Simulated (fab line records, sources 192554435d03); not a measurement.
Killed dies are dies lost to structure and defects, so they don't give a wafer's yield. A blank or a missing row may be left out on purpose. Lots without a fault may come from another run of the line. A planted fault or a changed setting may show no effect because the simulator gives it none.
fab line records | flow n5_finfet | part 1 of 2: steps 1 to 23 of 29
record lots=5 wafers=15 last_day=16
route steps=1938 shown BEOL_M6@1256 BEOL_M7@1263
lots that met no fault: from a run of the same line without faults
start_h: hours from the record's first day to the start of the lot's first wafer shown | wait_h: hours since the lot's step before | " the same as in the row above | L1.1+2: a row that stands for several wafers | - no value, or no start given | * or withheld: withheld | < > ~ a bound
route shown NAME@n: a module of which the file shows steps, and the number in the route of the first | usual: mean/standard deviation of fault-free wafers | same: alike in all rows | chamber/n: place in a boat | sites: the reading at each site | _std_site: their standard deviation | _edge_site: outer sites' mean less inner sites' | radius_mm: how far each site lies from the wafer's centre | mask NAME#n: copy n | behind: the tool/chamber that last shaped the wafer | hold: why the lot was held/for how many hours/how that ended | device: the transistor (n, p or np) that didn't switch | end of line: the same wafers' tests at the end of the route | a step without rows: its recipe alone | killed: dies lost to structure and defects at the first sort, not the wafer's yield | map: a wafer's dies, x killed, . not, _ none there
set.NAME: the setting as run; set.NAME@STEP: as run at that earlier step | model.NAME: the simulator's own value behind a step, which no gauge read
lots at some steps of the route; a table a step, a row a wafer
services: from which hour (start_h, from the record's first day; less than 0 if before it) a tool's chamber was out of use, for how many hours, and why
## steps
# step N5_BEOL_M6_ANNEAL_51
# recipe temp_c=225 time_s=90 ambient=N2
# usual wafer_temp_C_max=225.61/0.23
# columns lot.wafer tool chamber start_h wait_h wafer_temp_C_max
L075.3 rtp_anneal-02 0 198.61 0.1 225.38
L075.4 " 0 " " 225.61
L075.6 " 0 " " 225.67
L077.1 rtp_anneal-02 0 213.71 0.8 225.91
L077.2 " 0 " " 225.75
L077.4 " 0 " " 225.60
L079.2 rtp_anneal-01 0 227.46 0.2 225.52
L079.4 " 0 " " 225.63
L079.6 " 0 " " 225.40
L089.3 rtp_anneal-01 0 283.08 0.4 225.58
L089.5 " 0 " " 225.38
L089.6 " 0 " " 225.58
L094.4 rtp_anneal-02 0 317.05 0.7 225.82
L094.5 " 0 " " 225.52
L094.6 " 0 " " 225.53
# step N5_BEOL_M6_CMP_52
# recipe stop_on=SiCOH_lowk t_overpolish_s=6.9 down_force_psi=1 platen_rpm=50 clearing_platen_down_force_psi=1.5 clearing_platen_rpm=50 post_cmp_clean=cu_alkaline target_thk_nm=80 clearing_platen_pad_velocity_m_s=0.99484 pad_velocity_m_s=0.99484
# usual barrier_field_endpoint_s=29.0/0.85 motor_current_A=6.4/0.55 overpolish_run_s=6.901/0.01 slurry_filter_dp_kPa=13.48/0.13 slurry_flow_ml_min=150.0/0.45 time_to_endpoint_s=63/3.5
# columns lot.wafer tool chamber start_h wait_h barrier_field_endpoint_s motor_current_A overpolish_run_s slurry_filter_dp_kPa slurry_flow_ml_min time_to_endpoint_s
L075.3 cmp-01 0 199.03 0.4 29.4 7.2 6.919 13.23 150.6 63
L075.4 " 2 " " 29.2 4.8 6.920 13.45 150.4 65
L075.6 " 1 " " 28.6 6.3 6.891 13.51 150.8 59
L077.4 cmp-01 0 214.04 0.2 29.6 7.2 6.904 13.55 150.1 62
L077.2 " 1 " " 28.6 6.5 6.894 13.35 150.8 63
L077.1 " 2 " " 29.4 4.6 6.909 13.36 149.8 65
L079.4 cmp-03 2 227.79 0.2 29.2 7.2 6.914 13.65 150.4 64
L079.2 " 3 " " 29.1 6.4 6.909 13.46 150.0 65
L079.6 " 1 " " 29.1 6.1 6.901 13.66 150.2 66
L089.3 cmp-04 3 285.70 2.6 29.0 5.7 6.906 13.39 149.3 63
L089.5 " 0 " " 28.5 6.4 6.895 13.64 150.0 63
L089.6 " 1 " " 27.9 6.3 6.895 13.41 149.3 60
L094.4 cmp-04 1 317.38 0.2 28.3 6.3 6.892 13.42 150.5 55
L094.5 " 0 " " 28.9 6.8 6.897 13.29 149.9 61
L094.6 " 1 " " 27.8 6.5 6.897 13.48 150.3 55
# step N5_BEOL_M6_THK_MEAS_53
# recipe thk_meas_gauge=xrf reads=Cu_of_BEOL_M6_ECD_50
# usual M6_THK=80.2/1.7
# columns lot.wafer tool chamber start_h wait_h M6_THK[nm]
L075.3 film_metro-01 - 199.33 - 79.8
L075.4 " - " " 80.6
L075.6 " - " " 80.1
L077.1 film_metro-01 - 214.30 - 80.2
L077.2 " - " " 78.1
L077.4 " - " " 82.0
L079.2 film_metro-02 - 228.01 - 81.6
L079.4 " - " " 82.4
L079.6 " - " " 80.5
L089.3 film_metro-02 - 285.88 - 81.6
L089.5 " - " " 80.3
L089.6 " - " " 79.2
L094.4 film_metro-01 - 317.64 - 78.6
L094.5 " - " " 80.3
L094.6 " - " " 78.2
# step N5_BEOL_M6_PRE_CLEAN_55
# recipe gas=NH3 time_s=15 temp_c=withheld rf_power_w=300
# columns lot.wafer tool chamber start_h wait_h
L075.3+4+6 pecvd-04 1,1,2 199.37 0.0
L077.1+2+4 pecvd-02 0,1,1 214.34 0.0
L079.2+4+6 pecvd-04 1,1,0 228.04 0.0
L089.3+5+6 pecvd-04 0,2,0 285.92 0.0
L094.4+5+6 pecvd-02 1,2,0 317.69 0.0
# step N5_BEOL_M6_DEP_56
# recipe material=SiCN target_thk_a=100 temp_c=withheld precursor=3MS/NH3 pressure_torr=3 rf_w=202 time_s=17.5
# usual showerhead_plenum_p_Torr=3.660/0.013 throttle_valve_pct=9.0/0.53
# columns lot.wafer tool chamber start_h wait_h showerhead_plenum_p_Torr throttle_valve_pct
L075.3 pecvd-04 1 199.39 0.0 3.656 8.4
L075.4 " 1 " " 3.661 8.6
L075.6 " 2 " " 3.657 8.4
L077.1 pecvd-02 0 214.38 0.0 3.655 9.5
L077.2 " 1 " " 3.685 9.7
L077.4 " 1 " " 3.685 9.5
L079.2 pecvd-04 1 228.07 0.0 3.659 8.0
L079.4 " 1 " " 3.651 8.4
L079.6 " 0 " " 3.659 8.9
L089.3 pecvd-04 0 285.94 0.0 3.657 9.0
L089.5 " 2 " " 3.672 8.7
L089.6 " 0 " " 3.651 8.8
L094.4 pecvd-02 1 317.72 0.0 3.678 9.5
L094.5 " 2 " " 3.653 8.5
L094.6 " 0 " " 3.644 9.0
# step N5_BEOL_M6_RS_MEAS_57
# recipe thk_meas_gauge=four-point-probe reads=Cu_of_BEOL_M6_ECD_50+Co_of_BEOL_M6_CVD_78+TaN_of_BEOL_M6_ALD_77
# usual M6_RS=0.285/0.0065
# columns lot.wafer tool chamber start_h wait_h M6_RS[ohm/sq]
L075.3 film_metro-01 - 199.46 0.1 0.284
L075.4 " - " " 0.282
L075.6 " - " " 0.282
L077.1 film_metro-01 - 214.46 0.1 0.286
L077.2 " - " " 0.293
L077.4 " - " " 0.279
L079.2 film_metro-02 - 228.14 0.1 0.281
L079.4 " - " " 0.276
L079.6 " - " " 0.283
L089.3 film_metro-01 - 286.02 0.1 0.279
L089.5 " - " " 0.284
L089.6 " - " " 0.288
L094.4 film_metro-02 - 317.77 0.0 0.289
L094.5 " - " " 0.282
L094.6 " - " " 0.291
# step N5_BEOL_M6_INSPECT_58
# recipe inspect_instrument=darkfield mode=post_dep
# usual raw_defect_count=78/30
# columns lot.wafer tool chamber start_h wait_h raw_defect_count
L075.3 defect_inspect-02 - 199.49 0.0 64
L075.4 " - " " 86
L075.6 " - " " 82
L077.1 defect_inspect-01 - 214.49 0.0 76
L077.2 " - " " 74
L077.4 " - " " 45
L079.2 defect_inspect-01 - 228.16 0.0 59
L079.4 " - " " 47
L079.6 " - " " 65
L089.3 defect_inspect-01 - 286.04 0.0 44
L089.5 " - " " 54
L089.6 " - " " 58
L094.4 defect_inspect-01 - 317.80 0.0 244
L094.5 " - " " 194
L094.6 " - " " 78
# step N5_BEOL_M7_ILD_DEP_00
# recipe material=SiCOH_lowk target_thk_a=1797.5 temp_c=300 precursor=DEMS/porogen pressure_torr=5 rf_w=500 time_s=33.4
# usual heater_power_w=291/44 showerhead_plenum_p_Torr=5.734/0.02 throttle_valve_pct=13.7/0.56
# columns lot.wafer tool chamber start_h wait_h heater_power_w showerhead_plenum_p_Torr throttle_valve_pct
L075.3 pecvd-02 2 199.52 0.0 299 5.726 14.0
L075.4 " 0 " " 330 5.728 14.1
L075.6 " 2 " " 227 5.706 14.2
L077.1 pecvd-04 2 214.53 0.0 387 5.730 13.1
L077.2 " 1 " " 348 5.724 13.2
L077.4 " 0 " " 263 5.720 13.3
L079.2 pecvd-04 1 228.20 0.0 336 5.723 13.0
L079.4 " 1 " " 343 5.728 13.1
L079.6 " 0 " " 272 5.719 13.6
L089.3 pecvd-02 0 286.08 0.0 280 5.713 14.2
L089.5 " 2 " " 253 5.719 13.1
L089.6 " 1 " " 290 5.766 14.7
L094.4 pecvd-04 1 317.86 0.1 357 5.736 12.9
L094.5 " 0 " " 264 5.732 13.3
L094.6 " 2 " " 390 5.728 13.2
# step N5_BEOL_M7_CURE_74
# recipe temp_c=385 time_s=240 ambient=He/Ar material=SiCOH_lowk
# usual lamp_power_pct=52.31/0.054 wafer_temp_C_max=386.6/0.5
# columns lot.wafer tool chamber start_h wait_h lamp_power_pct wafer_temp_C_max
L075.3 uv_cure-01 1 199.75 0.2 52.29 386.9
L075.4 " 1 " " 52.27 386.1
L075.6 " 1 " " 52.27 386.3
L077.1 uv_cure-02 0 214.59 0.0 52.19 386.6
L077.2 " 0 " " 52.28 386.2
L077.4 " 0 " " 52.41 386.9
L079.2 uv_cure-02 2 228.34 0.1 52.36 386.2
L079.4 " 2 " " 52.30 386.4
L079.6 " 2 " " 52.33 386.8
L089.3 uv_cure-01 2 286.48 0.4 52.27 386.0
L089.5 " 2 " " 52.28 386.4
L089.6 " 2 " " 52.31 386.4
L094.4 uv_cure-03 2 318.14 0.3 52.36 387.0
L094.5 " 2 " " 52.29 387.0
L094.6 " 2 " " 52.39 386.3
# step N5_BEOL_M7_THK_MEAS_01
# recipe reads=SiCOH_lowk_of_BEOL_M7_ILD_DEP_00
# usual M7_ILD_THK=154.7/1.8
# columns lot.wafer tool chamber start_h wait_h M7_ILD_THK[nm]
L075.3 film_metro-02 - 200.10 0.3 152.5
L075.4 " - " " 155.7
L075.6 " - " " 155.9
L077.1 film_metro-02 - 215.10 0.4 155.0
L077.2 " - " " 152.0
L077.4 " - " " 156.2
L079.2 film_metro-02 - 228.78 0.4 152.2
L079.4 " - " " 154.5
L079.6 " - " " 153.0
L089.3 film_metro-02 - 286.83 0.3 152.7
L089.5 " - " " 155.2
L089.6 " - " " 156.8
L094.4 film_metro-01 - 318.41 0.2 156.1
L094.5 " - " " 155.8
L094.6 " - " " 157.2
# step N5_BEOL_M7_PECVD_70
# recipe material=SiO2 target_thk_a=200 temp_c=400 precursor=TEOS/O2 pressure_torr=5.5 rf_w=450 teos_flow_sccm=53.8 gas=O2 flow_sccm=3000 time_s=22.7
# usual heater_power_w=684/79 showerhead_plenum_p_Torr=8.77/0.083 throttle_valve_pct=22.3/0.9
# columns lot.wafer tool chamber start_h wait_h heater_power_w showerhead_plenum_p_Torr throttle_valve_pct
L075.3 pecvd-01 2 200.14 0.0 599 8.69 21.5
L075.4 " 2 " " 613 8.68 21.3
L075.6 " 0 " " 781 8.77 22.2
L077.1 pecvd-01 1 215.14 0.0 615 8.89 22.7
L077.2 " 2 " " 649 8.71 21.3
L077.4 " 2 " " 643 8.70 21.3
L079.2 pecvd-01 1 228.81 0.0 609 8.88 22.5
L079.4 " 0 " " 754 8.73 22.3
L079.6 " 2 " " 672 8.69 21.5
L089.3 pecvd-01 2 286.87 0.0 641 8.66 21.3
L089.5 " 2 " " 653 8.71 21.2
L089.6 " 1 " " 569 8.91 22.8
L094.4 pecvd-02 0 318.47 0.1 665 8.68 23.0
L094.5 " 1 " " 615 8.88 23.8
L094.6 " 2 " " 698 8.68 20.9
# step N5_BEOL_M7_HM_DEP_02
# recipe material=TiN target_thk_a=200 temp_c=25 chamber_pressure_pa=0.49996
# usual throttle_valve_pct=30.3/1.2
# columns lot.wafer tool chamber start_h wait_h throttle_valve_pct
L075.3 pvd_sputter-03 - 201.04 0.9 33.0
L075.4 " - " " 28.9
L075.6 " - " " 32.1
L077.1 pvd_sputter-03 - 215.35 0.2 29.2
L077.2 " - " " 32.9
L077.4 " - " " 30.0
L079.2 pvd_sputter-03 - 229.54 0.7 32.1
L079.4 " - " " 30.4
L079.6 " - " " 29.9
L089.3 pvd_sputter-01 - 288.34 1.4 30.2
L089.5 " - " " 30.0
L089.6 " - " " 30.1
L094.4 pvd_sputter-01 - 318.81 0.3 29.4
L094.5 " - " " 29.4
L094.6 " - " " 30.4
# step N5_BEOL_M7_COAT_59
# recipe resist=SOC temp_c=250 time_s=60 spin_rpm=1500 resist_thk_nm=100
# usual exhaust_pa=44.8/0.83
# columns lot.wafer tool chamber start_h wait_h exhaust_pa
L075.3 litho_track-03 0 201.18 0.1 42.8
L075.4 " 0 " " 43.6
L075.6 " 0 " " 43.9
L077.1 litho_track-02 0 215.47 0.1 45.1
L077.2 " 0 " " 46.1
L077.4 " 0 " " 44.1
L079.2 litho_track-02 0 229.67 0.1 46.3
L079.4 " 0 " " 45.7
L079.6 " 0 " " 44.9
L089.3 litho_track-03 0 288.46 0.1 45.3
L089.5 " 0 " " 44.8
L089.6 " 0 " " 45.0
L094.4 litho_track-01 0 318.94 0.1 45.4
L094.5 " 0 " " 44.4
L094.6 " 0 " " 45.0
# step N5_BEOL_M7_COAT_60
# recipe resist=SiARC temp_c=220 time_s=60 spin_rpm=1500 resist_thk_nm=35
# usual exhaust_pa=45.1/0.96
# columns lot.wafer tool chamber start_h wait_h exhaust_pa
L075.3 litho_track-03 0 - - 47.0
L075.4 " 0 " " 47.4
L075.6 " 0 " " 45.7
L077.1 litho_track-02 0 - - 44.5
L077.2 " 0 " " 44.0
L077.4 " 0 " " 45.0
L079.2 litho_track-02 0 - - 45.2
L079.4 " 0 " " 44.2
L079.6 " 0 " " 45.7
L089.3 litho_track-03 0 - - 46.7
L089.5 " 0 " " 46.2
L089.6 " 0 " " 45.3
L094.4 litho_track-01 0 - - 45.9
L094.5 " 0 " " 45.8
L094.6 " 0 " " 46.0
# step N5_BEOL_M7_COAT_05
# recipe resist=CAR-ArF spin_rpm=1500 resist_thk_nm=90
# usual exhaust_pa=45.0/0.98
# columns lot.wafer tool chamber start_h wait_h exhaust_pa
L075.3 litho_track-03 0 - - 44.6
L075.4 " 0 " " 43.7
L075.6 " 0 " " 43.5
L077.1 litho_track-02 0 - - 46.6
L077.2 " 0 " " 46.2
L077.4 " 0 " " 47.0
L079.2 litho_track-02 0 - - 44.5
L079.4 " 0 " " 45.1
L079.6 " 0 " " 45.4
L089.3 litho_track-03 0 - - 46.3
L089.5 " 0 " " 45.4
L089.6 " 0 " " 44.2
L094.4 litho_track-01 0 - - 43.2
L094.5 " 0 " " 43.2
L094.6 " 0 " " 44.4
# step N5_BEOL_M7_EBR_07
# recipe solvent=PGMEA ebr_width_mm=1.5
# usual exhaust_pa=45.3/0.83
# columns lot.wafer tool chamber start_h wait_h exhaust_pa
L075.3 litho_track-03 0 - - 45.2
L075.4 " 0 " " 45.4
L075.6 " 0 " " 44.9
L077.1 litho_track-02 0 - - 45.6
L077.2 " 0 " " 45.1
L077.4 " 0 " " 45.8
L079.2 litho_track-02 0 - - 46.6
L079.4 " 0 " " 46.1
L079.6 " 0 " " 45.5
L089.3 litho_track-03 0 - - 46.6
L089.5 " 0 " " 45.6
L089.6 " 0 " " 45.6
L094.4 litho_track-01 0 - - 46.1
L094.5 " 0 " " 46.0
L094.6 " 0 " " 45.9
# step N5_BEOL_M7_SOFTBAKE_06
# recipe temp_c=110 time_s=60 resist=CAR-ArF
# usual exhaust_pa=45.0/0.88
# columns lot.wafer tool chamber start_h wait_h exhaust_pa
L075.3 litho_track-03 0 - - 46.2
L075.4 " 0 " " 44.7
L075.6 " 0 " " 44.8
L077.1 litho_track-02 0 - - 46.1
L077.2 " 0 " " 46.2
L077.4 " 0 " " 46.0
L079.2 litho_track-02 0 - - 44.5
L079.4 " 0 " " 43.7
L079.6 " 0 " " 45.5
L089.3 litho_track-03 0 - - 43.4
L089.5 " 0 " " 45.6
L089.6 " 0 " " 45.4
L094.4 litho_track-01 0 - - 43.0
L094.5 " 0 " " 45.3
L094.6 " 0 " " 44.0
# step N5_BEOL_M7_EXPOSE_08
# recipe mask_id=M7 na=1.35 source_shape=dipole sigma_inner=0.817 sigma_outer=0.97 polarization=te dose_mj=68.25
# same na=1.35
# columns lot.wafer tool chamber start_h wait_h mask
L075.3+4+6 arfi_scanner-01 0 201.31 - M7#0
L077.1+2+4 arfi_scanner-01 0 215.59 - M7#0
L079.2+4+6 arfi_scanner-02 0 229.79 - M7#0
L089.3+5+6 arfi_scanner-03 0 288.60 - M7#0
L094.4+5+6 arfi_scanner-03 0 319.20 - M7#0
# step N5_BEOL_M7_PEB_09
# recipe peb_temp_c=withheld peb_time_s=60 resist=CAR-ArF
# usual exhaust_pa=44.9/1.1
# same peb_time_s=60
# columns lot.wafer tool chamber start_h wait_h exhaust_pa
L075.3 litho_track-02 0 201.37 0.0 43.7
L075.4 " 0 " " 44.9
L075.6 " 0 " " 42.7
L077.1 litho_track-03 0 215.65 0.1 44.3
L077.2 " 0 " " 44.5
L077.4 " 0 " " 45.6
L079.2 litho_track-01 0 229.85 0.0 42.8
L079.4 " 0 " " 43.8
L079.6 " 0 " " 45.5
L089.3 litho_track-01 0 288.65 0.0 44.8
L089.5 " 0 " " 45.7
L089.6 " 0 " " 46.3
L094.4 litho_track-01 0 319.25 0.0 46.1
L094.5 " 0 " " 47.2
L094.6 " 0 " " 45.9
# step N5_BEOL_M7_DEVELOP_10
# recipe develop_time_s=30 developer=TMAH resist=CAR-ArF rinse_liquid=diw dry=air_spin dev_temp_c=23
# usual exhaust_pa=45.0/0.92
# columns lot.wafer tool chamber start_h wait_h exhaust_pa
L075.3 litho_track-02 0 - - 43.0
L075.4 " 0 " " 44.2
L075.6 " 0 " " 43.8
L077.1 litho_track-03 0 - - 44.6
L077.2 " 0 " " 46.0
L077.4 " 0 " " 46.7
L079.2 litho_track-01 0 - - 45.2
L079.4 " 0 " " 44.6
L079.6 " 0 " " 45.6
L089.3 litho_track-01 0 - - 44.4
L089.5 " 0 " " 45.2
L089.6 " 0 " " 45.4
L094.4 litho_track-01 0 - - 44.0
L094.5 " 0 " " 45.0
L094.6 " 0 " " 46.8
# step N5_BEOL_M7_CD_MEAS_11
# recipe target_cd_nm=38.5 landing_energy_ev=500 detector=se_inlens polarity=opening
# usual cd_nm=38.3/0.47
# columns lot.wafer tool chamber start_h wait_h cd_nm
L075.3 cd_sem-03 0 201.43 - 38.9
L075.4 " 0 " " 38.7
L075.6 " 0 " " 38.0
L077.1 cd_sem-01 0 215.72 - 39.6
L077.2 " 0 " " 39.0
L077.4 " 0 " " 39.0
L079.2 cd_sem-01 0 229.91 - 38.9
L079.4 " 0 " " 38.8
L079.6 " 0 " " 38.2
L089.3 cd_sem-02 0 288.71 - 38.6
L089.5 " 0 " " 38.2
L089.6 " 0 " " 38.3
L094.4 cd_sem-01 0 319.31 - 38.4
L094.5 " 0 " " 38.2
L094.6 " 0 " " 37.9
# step N5_BEOL_M7_OVL_MEAS_12
# recipe points_per_wafer=44
# usual M7_OVL=0.3/0.63
# columns lot.wafer tool chamber start_h wait_h M7_OVL[nm]
L075.3 overlay-01 0 201.46 0.0 0.6
L075.4 " 0 " " 0.2
L075.6 " 0 " " 0.4
L077.1 overlay-02 0 215.75 0.0 0.2
L077.2 " 0 " " 1.2
L077.4 " 0 " " 0.7
L079.2 overlay-01 0 229.94 0.0 0.5
L079.4 " 0 " " 0.6
L079.6 " 0 " " 0.0
L089.3 overlay-02 0 288.74 0.0 -0.4
L089.5 " 0 " " -0.6
L089.6 " 0 " " 0.2
L094.4 overlay-02 0 319.34 0.0 -0.2
L094.5 " 0 " " -0.1
L094.6 " 0 " " -0.1
# step N5_BEOL_M7_INSPECT_13
# recipe mode=adi inspect_instrument=brightfield
# usual raw_defect_count=434/93
# columns lot.wafer tool chamber start_h wait_h raw_defect_count
L075.3 defect_inspect-02 - 201.49 0.0 344
L075.4 " - " " 409
L075.6 " - " " 402
L077.1 defect_inspect-02 - 215.77 0.0 477
L077.2 " - " " 397
L077.4 " - " " 364
L079.2 defect_inspect-02 - 229.97 0.0 424
L079.4 " - " " 343
L079.6 " - " " 424
L089.3 defect_inspect-02 - 288.77 0.0 399
L089.5 " - " " 420
L089.6 " - " " 302
L094.4 defect_inspect-01 - 319.36 0.0 629
L094.5 " - " " 551
L094.6 " - " " 314
